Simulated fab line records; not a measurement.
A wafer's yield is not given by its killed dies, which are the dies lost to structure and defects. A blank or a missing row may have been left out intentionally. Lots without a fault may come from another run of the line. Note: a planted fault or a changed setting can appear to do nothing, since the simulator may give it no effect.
fab line records -- flow n5-finfet
record lots=9, wafers=27, last-day=17
route steps=1938 shown SD_EPI_P@307 SD_ACTIVATION@330 ILD0@344 BEOL_M4@1111 PASSIVATION@1936
lots that met no fault: from a run of the same line without faults
start-h: start of the lot's first displayed wafer, in hours after the record's first day -- wait-h: hours since the lot's step before -- " same as the row above -- L1.1+2: a row that stands for several wafers -- - no value, or no start was given -- * or withheld: withheld -- < > ~ a bound
route shown NAME@n: a module of which the file shows steps, and the number in the route of the first -- usual: mean/standard deviation of fault-free wafers -- same: alike in all rows -- chamber/n: place in a boat -- sites: readings site by site -- _std_site: the standard deviation of these -- _edge_site: mean of outer sites minus mean of inner sites -- radius-mm: for every site, how far away it sits from the centre of the wafer -- mask NAME#n: copy n -- behind: the last tool/chamber to shape the wafer -- hold: reason for holding the lot/hours on hold/outcome of the hold -- device: transistor that didn't switch, given as n, p or np -- end of line: the same wafers' tests at the end of the route -- where a step has no rows: the recipe by itself -- killed: not the wafer's yield, but the dies lost to structure and defects at the first sort -- map: the dies of a wafer, with x for killed, . for not killed, _ for no die there
set.NAME: the setting as run; set.NAME@STEP: as run at that earlier step -- model.NAME: the simulator's own value behind a step, which no gauge read
the route's steps for a sample of lots (tables are steps, rows are wafers)
services: from which hour (start-h, from the record's first day; less than 0 if before it) a tool's chamber was out of use, for how many hours, and why
## steps
# step N5_SD_EPI_P_ETCH_36
# recipe chemistry=CF4, target=SiARC, target-depth-a=455, mask-material=CAR-ArF-block, time-s=75.8, ion-energy-ev=80, pressure-mtorr=40, source-w=545, bias-w=36, Ar_flow_sccm=100, cf4-flow-sccm=100, ends=cleared
# usual drypump-motor-current-A=5.8/0.34, etch-rf-on-time-s=75.7/1, mfc-ar-sccm=100.01/0.29, oes-product-au=0.67/0.077, rf-vpp-V=184.3/1, showerhead-plenum-p-Torr=2.16/0.056, throttle-valve-pct=15.6/0.32
lot.wafer,tool,chamber,start-h,wait-h,drypump-motor-current-A,etch-rf-on-time-s,mfc-ar-sccm,oes-product-au,rf-hours-counter-h,rf-vpp-V,showerhead-plenum-p-Torr,throttle-valve-pct
L347.1,rie-diel-04,1,53.35,0.0,5.5,75.2,99.71,0.62,179,185.4,2.22,15.7
L347.2,rie-diel-04,3,53.35,0.0,5.4,75.3,100.26,0.71,78,184.6,2.17,15.5
L347.5,rie-diel-04,3,53.35,0.0,5.4,74.8,99.80,0.71,-,183.8,2.17,15.5
L348.1,rie-diel-03,0,59.94,0.0,5.7,74.4,100.42,0.83,10,183.1,2.10,15.0
L348.2,rie-diel-03,3,59.94,0.0,6.3,75.0,99.98,0.67,122,185.1,2.24,15.5
L348.3,rie-diel-03,1,59.94,0.0,6.1,75.8,99.79,0.66,131,184.3,2.24,15.9
L352.2,rie-diel-03,3,84.85,0.0,6.3,76.1,99.86,0.67,127,185.8,2.24,15.5
L352.4,rie-diel-03,2,84.85,0.0,6.3,77.1,100.16,0.59,246,182.8,2.11,15.8
L352.6,rie-diel-03,1,84.85,0.0,6.1,77.0,99.70,0.66,-,184.4,2.24,16.0
L355.1,rie-diel-06,0,101.90,0.0,5.7,76.5,99.86,0.61,201,185.1,2.21,15.6
L355.3,rie-diel-06,2,101.90,0.0,5.2,75.7,100.61,0.73,53,183.6,2.17,15.7
L355.5,rie-diel-06,1,101.90,0.0,5.9,77.0,100.16,0.60,-,183.4,2.12,16.1
L356.2,rie-diel-06,0,110.35,0.0,5.7,76.9,99.68,0.59,204,185.6,2.20,15.6
L356.5,rie-diel-06,1,110.35,0.0,5.9,76.3,99.84,0.61,-,183.4,2.12,16.1
L356.6,rie-diel-06,2,110.35,0.0,5.2,74.7,99.41,0.73,-,184.0,2.17,15.7
L364.1,rie-diel-04,2,156.03,0.0,5.6,74.0,99.96,0.72,92,184.3,2.08,15.5
L364.4,rie-diel-04,0,156.03,0.0,6.3,76.4,100.12,0.57,245,183.6,2.11,16.1
L364.6,rie-diel-04,1,156.03,0.0,5.6,75.2,100.08,0.59,-,185.2,2.21,15.7
L365.3,rie-diel-06,3,161.91,0.0,5.8,73.9,99.75,0.83,1,185.0,2.19,15.1
L365.4,rie-diel-06,0,161.91,0.0,5.7,76.2,99.67,0.59,222,184.6,2.20,15.7
L365.6,rie-diel-06,0,161.91,0.0,5.7,76.2,100.06,0.60,-,185.4,2.20,15.7
L368.2,rie-diel-04,3,179.42,0.0,5.5,75.4,99.98,0.68,115,184.8,2.16,15.6
L368.5,rie-diel-04,2,179.42,0.0,5.7,75.8,100.50,0.70,-,182.9,2.07,15.5
L368.6,rie-diel-04,1,179.42,0.0,5.6,75.6,99.83,0.59,-,185.8,2.21,15.7
L369.1,rie-diel-03,0,186.67,0.0,5.6,74.7,99.99,0.75,49,182.8,2.09,15.0
L369.2,rie-diel-03,2,186.67,0.0,6.3,74.0,100.01,0.80,18,184.7,2.10,15.3
L369.3,rie-diel-03,3,186.67,0.0,6.3,76.2,99.68,0.63,157,185.0,2.23,15.6
# step N5_SD_EPI_P_SD_RECESS_17
# recipe chemistry=HBr/Cl2/O2, target-depth-a=391, bt-time-s=3, pressure-mtorr=10, icp-w=800, bias-w=112, HBr_flow_sccm=150, Cl2_flow_sccm=80, O2_flow_sccm=12
# usual drypump-motor-current-A=5.7/0.42, oes-product-au=1.003/0.017, throttle-valve-pct=37.10/0.21
lot.wafer,tool,chamber,start-h,wait-h,drypump-motor-current-A,oes-product-au,rf-hours-counter-h,throttle-valve-pct
L347.1,rie-si-02,2,54.00,0.0,5.7,0.981,127,37.11
L347.2,rie-si-02,3,54.00,0.0,5.3,1.030,154,36.86
L347.5,rie-si-02,3,54.00,0.0,5.2,1.031,-,36.87
L348.1,rie-si-05,2,60.59,0.0,6.1,1.007,180,37.28
L348.2,rie-si-05,0,60.59,0.0,6.2,0.994,95,37.25
L348.3,rie-si-05,3,60.59,0.0,5.2,1.017,16,37.07
L352.2,rie-si-05,1,85.50,0.0,6.2,1.017,52,37.36
L352.4,rie-si-05,0,85.50,0.0,6.2,1.005,95,37.24
L352.6,rie-si-05,1,85.50,0.0,6.1,1.005,-,37.34
L355.1,rie-si-02,0,102.56,0.0,5.2,0.980,57,37.20
L355.3,rie-si-02,1,102.56,0.0,6.2,0.974,1,36.97
L355.5,rie-si-02,3,102.56,0.0,5.3,1.027,-,36.88
L356.2,rie-si-05,1,111.00,0.0,6.1,1.011,53,37.35
L356.5,rie-si-05,3,111.00,0.0,5.2,1.011,-,37.06
L356.6,rie-si-05,0,111.00,0.0,6.2,0.993,-,37.24
L364.1,rie-si-05,3,156.68,0.0,5.3,1.013,18,37.05
L364.4,rie-si-05,2,156.68,0.0,6.2,1.010,182,37.29
L364.6,rie-si-05,3,156.68,0.0,5.3,1.011,-,37.05
L365.3,rie-si-05,2,162.56,0.0,6.2,1.006,182,37.30
L365.4,rie-si-05,0,162.56,0.0,6.2,0.991,97,37.24
L365.6,rie-si-05,0,162.56,0.0,6.2,1.000,-,37.26
L368.2,rie-si-02,3,180.07,0.0,5.2,1.030,156,36.87
L368.5,rie-si-02,0,180.07,0.0,5.2,0.988,-,37.19
L368.6,rie-si-02,3,180.07,0.0,5.2,1.029,-,36.88
L369.1,rie-si-02,0,187.32,0.0,5.2,0.983,59,37.22
L369.2,rie-si-02,2,187.32,0.0,5.7,0.996,129,37.10
L369.3,rie-si-02,3,187.32,0.0,5.3,1.029,156,36.89
# step N5_SD_EPI_P_INSPECT_26
# recipe inspect-instrument=darkfield, mode=post-epi
# usual raw-defect-count=177/34
lot.wafer,tool,chamber,start-h,wait-h,raw-defect-count
L347.1,defect-inspect-02,-,57.87,0.0,176
L347.2,defect-inspect-02,-,57.87,0.0,165
L347.5,defect-inspect-02,-,57.87,0.0,137
L348.1,defect-inspect-01,-,63.62,0.0,174
L348.2,defect-inspect-01,-,63.62,0.0,209
L348.3,defect-inspect-01,-,63.62,0.0,174
L352.2,defect-inspect-02,-,88.53,0.0,248
L352.4,defect-inspect-02,-,88.53,0.0,171
L352.6,defect-inspect-02,-,88.53,0.0,167
L355.1,defect-inspect-01,-,105.61,0.0,178
L355.3,defect-inspect-01,-,105.61,0.0,172
L355.5,defect-inspect-01,-,105.61,0.0,216
L356.2,defect-inspect-02,-,114.04,0.0,176
L356.5,defect-inspect-02,-,114.04,0.0,179
L356.6,defect-inspect-02,-,114.04,0.0,207
L364.1,defect-inspect-02,-,161.14,0.0,656
L364.4,defect-inspect-02,-,161.14,0.0,589
L364.6,defect-inspect-02,-,161.14,0.0,597
L365.3,defect-inspect-01,-,166.44,0.0,505
L365.4,defect-inspect-01,-,166.44,0.0,550
L365.6,defect-inspect-01,-,166.44,0.0,583
L368.2,defect-inspect-01,-,183.20,0.0,196
L368.5,defect-inspect-01,-,183.20,0.0,122
L368.6,defect-inspect-01,-,183.20,0.0,162
L369.1,defect-inspect-01,-,191.21,0.0,128
L369.2,defect-inspect-01,-,191.21,0.0,141
L369.3,defect-inspect-01,-,191.21,0.0,122
# step N5_SD_ACTIVATION_RTA_00
# recipe temp-c=975, time-s=0, ambient=N2, idle-temp-c=600, ramp-up-c-per-s=150, ramp-down-c-per-s=60, cool-to-c=600
# usual lamp-power-pct=8.95/0.056, wafer_temp_C_max=974.7/1.8
lot.wafer,tool,chamber,start-h,wait-h,lamp-power-pct,wafer_temp_C_max
L347.1,rtp-anneal-01,0,58.20,0.3,8.98,976.6
L347.2,rtp-anneal-01,0,58.20,0.3,9.01,973.5
L347.5,rtp-anneal-01,0,58.20,0.3,9.03,971.5
L348.1,rtp-anneal-02,0,63.65,0.0,8.93,976.0
L348.2,rtp-anneal-02,0,63.65,0.0,9.02,974.7
L348.3,rtp-anneal-02,0,63.65,0.0,8.94,977.3
L352.2,rtp-anneal-02,0,88.63,0.1,8.98,974.7
L352.4,rtp-anneal-02,0,88.63,0.1,8.96,973.6
L352.6,rtp-anneal-02,0,88.63,0.1,8.89,973.8
L355.1,rtp-anneal-02,0,105.63,0.0,9.01,976.5
L355.3,rtp-anneal-02,0,105.63,0.0,8.91,975.4
L355.5,rtp-anneal-02,0,105.63,0.0,9.05,974.7
L356.2,rtp-anneal-02,0,114.18,0.1,9.02,977.2
L356.5,rtp-anneal-02,0,114.18,0.1,8.90,975.3
L356.6,rtp-anneal-02,0,114.18,0.1,8.90,974.8
L364.1,rtp-anneal-02,0,162.11,1.0,8.88,976.5
L364.4,rtp-anneal-02,0,162.11,1.0,9.00,968.9
L364.6,rtp-anneal-02,0,162.11,1.0,8.99,973.7
L365.3,rtp-anneal-02,0,166.63,0.2,8.91,975.9
L365.4,rtp-anneal-02,0,166.63,0.2,9.01,975.9
L365.6,rtp-anneal-02,0,166.63,0.2,9.00,975.8
L368.2,rtp-anneal-02,0,183.26,0.1,8.93,978.2
L368.5,rtp-anneal-02,0,183.26,0.1,8.94,978.1
L368.6,rtp-anneal-02,0,183.26,0.1,8.96,976.2
L369.1,rtp-anneal-01,0,191.41,0.2,8.92,975.1
L369.2,rtp-anneal-01,0,191.41,0.2,8.91,975.9
L369.3,rtp-anneal-01,0,191.41,0.2,9.01,974.0
# step N5_ILD0_CMP_12
# recipe stop-on=poly-Si, material=SiNx, t-overpolish-s=6, post-cmp-clean=alkaline-brush, down-force-psi=2.5, platen-rpm=51.8, pad-velocity-m-s=1.0307, target-thk-nm=17.67
# usual motor-current-A=9.0/1.2, overpolish-run-s=6.000/0.0087, slurry-filter-dp-kPa=13.49/0.13, time-to-endpoint-s=28.2/2.2
lot.wafer,tool,chamber,start-h,wait-h,motor-current-A,overpolish-run-s,slurry-filter-dp-kPa,time-to-endpoint-s
L347.2,cmp-03,2,65.69,1.2,10.1,6.010,13.52,31.2
L347.1,cmp-03,3,65.69,1.2,11.0,5.991,13.52,29.6
L347.5,cmp-03,0,65.69,1.2,9.7,6.003,13.54,30.4
L348.1,cmp-03,1,70.45,1.1,7.7,6.002,13.59,29.6
L348.2,cmp-03,2,70.45,1.1,10.5,6.003,13.40,32.6
L348.3,cmp-03,3,70.45,1.1,11.5,6.014,13.42,29.1
L352.2,cmp-03,3,96.93,1.2,11.5,5.991,13.37,27.4
L352.4,cmp-03,1,96.93,1.2,7.9,5.998,13.45,25.5
L352.6,cmp-03,3,96.93,1.2,11.5,6.009,13.37,27.8
L355.1,cmp-03,2,113.04,1.2,10.0,6.000,13.42,29.6
L355.3,cmp-03,3,113.04,1.2,10.8,6.011,13.32,27.1
L355.5,cmp-03,1,113.04,1.2,8.0,6.005,13.42,28.3
L356.2,cmp-01,2,121.31,1.1,8.3,6.010,13.70,29.4
L356.6,cmp-01,2,121.31,1.1,8.1,5.989,13.43,30.6
L356.5,cmp-01,3,121.31,1.1,7.8,5.997,13.72,29.8
L364.1,cmp-03,0,168.94,1.2,9.4,5.990,13.47,28.4
L364.4,cmp-03,1,168.94,1.2,7.9,6.005,13.63,27.9
L364.6,cmp-03,3,168.94,1.2,11.5,5.994,13.56,28.2
L365.4,cmp-02,2,173.54,0.0,8.2,6.003,13.59,24.0
L365.3,cmp-02,0,173.54,0.0,8.0,5.988,13.60,28.3
L365.6,cmp-02,2,173.54,0.0,8.5,5.998,13.41,25.4
L368.2,cmp-01,2,190.46,1.2,8.6,6.000,13.52,28.5
L368.6,cmp-01,0,190.46,1.2,9.3,5.997,13.50,26.1
L368.5,cmp-01,1,190.46,1.2,7.8,5.999,13.54,28.6
L369.2,cmp-02,3,198.31,1.2,8.8,5.996,13.34,25.0
L369.1,cmp-02,0,198.31,1.2,8.0,6.014,13.42,25.1
L369.3,cmp-02,2,198.31,1.2,7.9,5.991,13.38,24.5
# step N5_BEOL_M4_RC_MEAS_101
# usual DIBL_N=36.5/1.4, DIBL_P=36.5/1.6, IOFF_N=0.163/0.022, IOFF_P=0.219/0.029, ION_N=675/8.3, ION_P=464/6.2, SS_N=71.5/0.52, SS_P=73.4/0.57, VT_N=249.7/2.6, VT_P=-250/3
lot.wafer,tool,chamber,start-h,wait-h,DIBL_N[mV/V],DIBL_P[mV/V],IOFF_N[nA/um],IOFF_P[nA/um],ION_N[uA/um],ION_P[uA/um],SS_N[mV/dec],SS_P[mV/dec],VT_N[mV],VT_P[mV]
L347.1,prober-02,0,164.98,0.4,35.8,35.3,0.140,0.185,661,459,71.2,72.5,250.8,-250
L347.2,prober-02,0,164.98,0.4,38.3,37.5,0.177,0.224,671,462,72.1,73.1,248.6,-247
L347.5,prober-02,0,164.98,0.4,36.7,37.0,0.152,0.201,670,465,71.2,72.9,249.0,-249
L348.1,prober-01,0,171.17,0.0,38.3,37.0,0.170,0.252,673,472,71.9,73.3,252.2,-249
L348.2,prober-01,0,171.17,0.0,36.7,34.9,0.139,0.215,661,462,71.2,73.9,254.3,-248
L348.3,prober-01,0,171.17,0.0,36.8,34.5,0.136,0.199,669,468,70.9,73.2,253.8,-249
L352.2,prober-02,0,201.75,0.2,35.2,34.1,0.142,0.178,667,462,71.2,73.3,253.4,-255
L352.4,prober-02,0,201.75,0.2,37.9,36.5,0.191,0.215,691,463,72.1,73.6,248.8,-253
L352.6,prober-02,0,201.75,0.2,36.1,35.4,0.153,0.193,671,459,71.2,73.2,251.1,-253
L355.1,prober-01,0,214.70,0.0,33.8,32.7,0.120,0.196,666,468,71.6,72.4,251.9,-247
L355.3,prober-01,0,214.70,0.0,36.2,35.5,0.155,0.244,671,464,71.3,73.1,249.2,-247
L355.5,prober-01,0,214.70,0.0,35.3,34.8,0.140,0.230,676,472,71.5,72.8,250.8,-248
L356.2,prober-02,0,240.40,0.2,38.6,37.9,0.185,0.256,682,467,72.0,74.1,248.0,-250
L356.5,prober-02,0,240.40,0.2,36.2,34.9,0.140,0.201,674,464,71.2,73.1,251.5,-250
L356.6,prober-02,0,240.40,0.2,37.8,37.6,0.179,0.246,683,475,71.0,73.8,251.6,-249
L364.1,prober-02,0,271.91,0.0,37.0,38.0,0.185,0.256,686,470,71.1,73.8,248.4,-249
L364.4,prober-02,0,271.91,0.0,37.5,37.7,0.187,0.247,677,460,72.3,73.7,250.2,-247
L364.6,prober-02,0,271.91,0.0,37.3,37.9,0.180,0.249,680,467,71.8,73.4,248.8,-246
L365.3,prober-01,0,283.00,0.3,37.9,38.8,0.177,0.227,684,464,71.6,73.8,247.7,-250
L365.4,prober-01,0,283.00,0.3,38.4,39.5,0.187,0.243,682,465,71.8,74.3,247.3,-249
L365.6,prober-01,0,283.00,0.3,39.1,39.8,0.197,0.247,685,468,71.8,74.1,247.4,-246
L368.2,prober-01,0,298.36,0.2,35.9,37.2,0.158,0.203,675,467,71.4,73.2,251.6,-253
L368.5,prober-01,0,298.36,0.2,34.6,35.2,0.136,0.166,668,458,70.9,73.3,251.9,-258
L368.6,prober-01,0,298.36,0.2,36.0,37.6,0.166,0.203,682,463,71.8,73.5,249.8,-252
L369.1,prober-02,0,310.36,0.0,35.7,37.9,0.170,0.230,681,472,72.5,73.4,250.1,-248
L369.2,prober-02,0,310.36,0.0,33.3,34.6,0.127,0.184,675,467,71.0,72.6,252.1,-251
L369.3,prober-02,0,310.36,0.0,35.0,36.6,0.151,0.217,675,465,71.1,73.3,250.0,-249
# step N5_PASSIVATION_PROBE_49
# usual defect-limited-yield=91.2/1.6, killed_at_M0_to_M3=33/11, killed_at_M4_up=15/6.2, killed-at-contacts=15/7.1, killed-at-front-end=38/12, killed-at-other=4/3.5, killed-dies=104/19, killed-open=69/14, killed-short=34/8.5, sort_bin_5_function=5.2/0.99, sort_bin_6_memory=3.3/0.77, sort-n-pass=1076/19, sort-yield-pct=91.2/1.6
# same gross-dies=1180, killed-at-back-side=0, sort_bin_4_leakage[%]=0, sort_bin_8_speed[%]=0
lot.wafer,tool,chamber,start-h,wait-h,defect-limited-yield[%],killed_at_M0_to_M3,killed_at_M4_up,killed-at-contacts,killed-at-front-end,killed-at-other,killed-dies,killed-open,killed-short,sort_bin_5_function[%],sort_bin_6_memory[%],sort-n-pass,sort-yield-pct[%]
L364.1,prober-01,-,374.39,0.0,85.8,34,17,10,105,2,168,55,30,9.8,2.9,1012,85.8
L364.4,prober-01,-,374.54,0.2,85.0,24,11,11,129,2,177,38,26,9.9,2.9,1003,85.0
L364.6,prober-01,-,374.64,0.3,86.1,28,12,9,112,3,164,51,27,8.6,3.6,1016,86.1
L365.3,prober-01,-,383.34,0.1,83.5,16,17,8,149,5,195,43,39,12.1,2.8,985,83.5
L365.4,prober-01,-,383.39,0.2,80.2,27,16,28,159,4,234,87,43,12.1,6.2,946,80.2
L365.6,prober-01,-,383.49,0.3,81.2,34,19,16,148,5,222,83,33,11.1,5.3,958,81.2
# killed by level:class
L364.1 SD_EPI_P:unspecified=83 BEOL_M0_SAQP:geometric-particle:short=11 BEOL_M4:geometric-particle:open=11 MOL_CONTACT_COAG:geometric-particle:open=8 BEOL_M0_SAQP:geometric-particle:open=8 BEOL_M1:geometric-particle:open=7 FIN_SAQP:geometric-particle:short=6 DUMMY_GATE:geometric-particle:open=5
L364.4 SD_EPI_P:unspecified=110 MOL_CONTACT_COAG:geometric-particle:open=10 BEOL_M0_SAQP:geometric-particle:short=9 BEOL_M2:geometric-particle:open=5 STI_FIN_REVEAL:geometric-particle:open=4 BEOL_M2:geometric-particle:short=4 BEOL_M4:geometric-particle:open=4 STARTING-WAFER:geometric-particle:open=4
L364.6 SD_EPI_P:unspecified=85 BEOL_M0_SAQP:geometric-particle:open=9 MOL_CONTACT_COAG:geometric-particle:open=9 STI_FIN_REVEAL:geometric-particle:open=7 FIN_SAQP:geometric-particle:short=6 BEOL_M0_SAQP:geometric-particle:short=6 BEOL_M0:geometric-particle:open=5 STARTING-WAFER:geometric-particle:short=5
L365.3 SD_EPI_P:unspecified=112 FIN_SAQP:geometric-particle:short=13 FIN_SAQP:geometric-particle:open=7 BEOL_M4:geometric-particle:open=7 MOL_CONTACT_COAG:geometric-particle:open=5 GATE_CUT:geometric-particle:short=5 STI_FIN_REVEAL:geometric-particle:open=4 BEOL_M1:geometric-particle:open=4
L365.4 SD_EPI_P:unspecified=104 MOL_CONTACT_COAG:geometric-particle:open=20 FIN_SAQP:geometric-particle:short=15 FIN_SAQP:geometric-particle:open=13 STI_FIN_REVEAL:geometric-particle:open=13 BEOL_M4:geometric-particle:open=12 MOL_CONTACT_COAG:geometric-particle:short=8 BEOL_M2:geometric-particle:open=6
L365.6 SD_EPI_P:unspecified=106 BEOL_M4:geometric-particle:open=15 MOL_CONTACT_COAG:geometric-particle:open=12 BEOL_M1:geometric-particle:open=11 STI_FIN_REVEAL:geometric-particle:open=10 FIN_SAQP:geometric-particle:short=9 BEOL_M2:geometric-particle:open=8 FIN_SAQP:geometric-particle:open=7
## services
tool,chamber,start-h,hours,kind
cmp-01,-,29.89,18.7,pm
cmp-03,-,31.37,4.0,pm
rie-si-02,0,44.25,2.0,repair
cmp-03,-,48.77,4.2,pm
cmp-03,-,54.01,1.6,repair
cmp-01,-,54.66,2.2,repair
cmp-01,-,58.28,3.1,repair
rie-si-05,1,59.26,2.9,repair
cmp-03,-,105.77,0.9,repair
rtp-anneal-01,-,106.47,4.9,repair
rie-si-05,2,110.76,3.6,repair
rie-diel-06,1,114.71,23.0,repair
rie-diel-06,3,114.84,4.0,repair
cmp-03,-,118.45,1.5,repair
cmp-02,-,121.46,6.8,pm
rtp-anneal-02,-,129.34,3.2,pm
rie-diel-04,1,139.91,2.5,repair
rie-diel-03,1,140.98,6.8,repair
cmp-03,-,145.48,0.9,repair
rtp-anneal-01,-,155.38,7.1,pm
rie-diel-04,-,163.06,1.1,repair
rtp-anneal-01,-,165.69,1.1,repair
cmp-01,-,174.98,4.3,repair
rie-si-05,0,195.38,8.1,repair
## key
first-sign step=N5_SD_EPI_P_INSPECT_26, reading=raw-defect-count, direction=up, sigmas=12, usual=177, struck=580
effect step=N5_PASSIVATION_PROBE_49, reading=killed-at-front-end, direction=up, sigmas=8, usual=38, struck=134
more-kills-born-at N5_SD_EPI_P_SD_RECESS_17@rie-si-05=600
met-at N5_SD_EPI_P_SD_RECESS_17
struck-lots L364,L365
not-acting-at N5_SD_EPI_P_ETCH_36,N5_SD_ACTIVATION_RTA_00,N5_ILD0_CMP_12
onset-between 111.00 156.68
fault kind=chamber-particle-source, tool=rie-si-05, chamber=-, onset-h=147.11, steps=N5_SD_EPI_P_SD_RECESS_17, rate-per-visit-cm2=0.63225, end-h=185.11
